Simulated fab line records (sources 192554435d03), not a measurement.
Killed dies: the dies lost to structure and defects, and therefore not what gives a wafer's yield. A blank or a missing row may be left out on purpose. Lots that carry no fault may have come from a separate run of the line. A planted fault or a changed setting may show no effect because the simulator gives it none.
Split-lot study -- flow n5Finfet -- 7 lots, 21 wafers read, on a route of 1938 steps

== ABOUT THE SPLIT ==
At N5_FIN_SAQP_PEB_14 (peb time 60 s), the setting pebTimeS was moved away from the recipe's 60 s on 4 of the 21 wafers read, by +12.2% to +20.0%. The other wafers ran this setting at the recipe's value.

== FROM THE SPLIT TO THE READING: what the file shows between them, 1 step ==
- N5_FIN_SAQP_DEVELOP_15: develop time 30 s

== THE READING ==
At N5_FIN_SAQP_CD_MEAS_16: cdNm in nanometres, against a target cd of 35.6 nm. Typical for fault-free wafers on this fab line: 35.5 nm, with standard deviation 0.33 nm.

wafer,"tool, chamber at the split","pebTimeS as run, s",against the recipe,"cdNm, nm",against lot-mates on the recipe
L078.1,"lithoTrack-02, 0",60,recipe,35.8,-
L078.3,"lithoTrack-02, 0",60,recipe,35.4,-
L078.5,"lithoTrack-02, 0",60,recipe,35.4,-
L079.2,"lithoTrack-01, 0",60,recipe,35.4,-
L079.5,"lithoTrack-01, 0",60,recipe,35.3,-
L079.6,"lithoTrack-01, 0",60,recipe,35.5,-
L081.3,"lithoTrack-04, 0",67.32,+12.2%,34.2,-1.5
L081.4,"lithoTrack-04, 0",60,recipe,35.2,-
L081.6,"lithoTrack-04, 0",60,recipe,36.3,-
L083.1,"lithoTrack-04, 0",60,recipe,35.7,-
L083.2,"lithoTrack-04, 0",60,recipe,36.2,-
L083.4,"lithoTrack-04, 0",70.28,+17.1%,33.7,-2.2
L086.2,"lithoTrack-02, 0",72.02,+20.0%,33.3,-2.1
L086.4,"lithoTrack-02, 0",72.02,+20.0%,32.9,-2.5
L086.6,"lithoTrack-02, 0",60,recipe,35.4,-
L089.2,"lithoTrack-02, 0",60,recipe,34.8,-
L089.4,"lithoTrack-02, 0",60,recipe,34.9,-
L089.5,"lithoTrack-02, 0",60,recipe,35.3,-
L091.1,"lithoTrack-04, 0",60,recipe,35.8,-
L091.2,"lithoTrack-04, 0",60,recipe,35.7,-
L091.4,"lithoTrack-04, 0",60,recipe,35.7,-

FIT RESULTS
A straight line over all 21 wafers: cdNm changes by -0.116 nm for each +1% of pebTimeS; r = -0.92; the points scatter about the line by 0.37 nm.
The same after taking each lot's own level away (the mean of its wafers on the recipe; 21 wafers): -0.12 nm for each +1%; r = -0.96; scatter 0.25 nm.
That fit puts the effect of the largest move of pebTimeS on the reading at 2.4 nm.
The span of the lots' own levels, 35.00 to 35.95 nm, comes to 2.9 times the standard deviation stated above.
The two slopes are in agreement: the lot-to-lot level therefore moves the slope only a little.
Check: -2.55 nm against its lot-mates is what the line predicts for one of the wafers moved furthest among these (+20.0%) when that wafer is left out of the fit. It came out at -2.1 nm against them.

== THE OTHER SPLITS THESE WAFERS WENT THROUGH ==
Other splits were also applied to these wafers ahead of the reading. Each is held against what the fit with the lots' levels taken away leaves over:
other split on the same wafers,wafers away from the commonest value,r with cdNm (lot level and that fit taken away)
N5_WELL_APT_COAT_02 spinRpm,3,-0.25
N5_FIN_SAQP_PECVD_06 timeS,6,-0.25

== FILE'S OWN FIT ==
cdNm changes by -0.123 nm for each +1% of pebTimeS, r = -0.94.
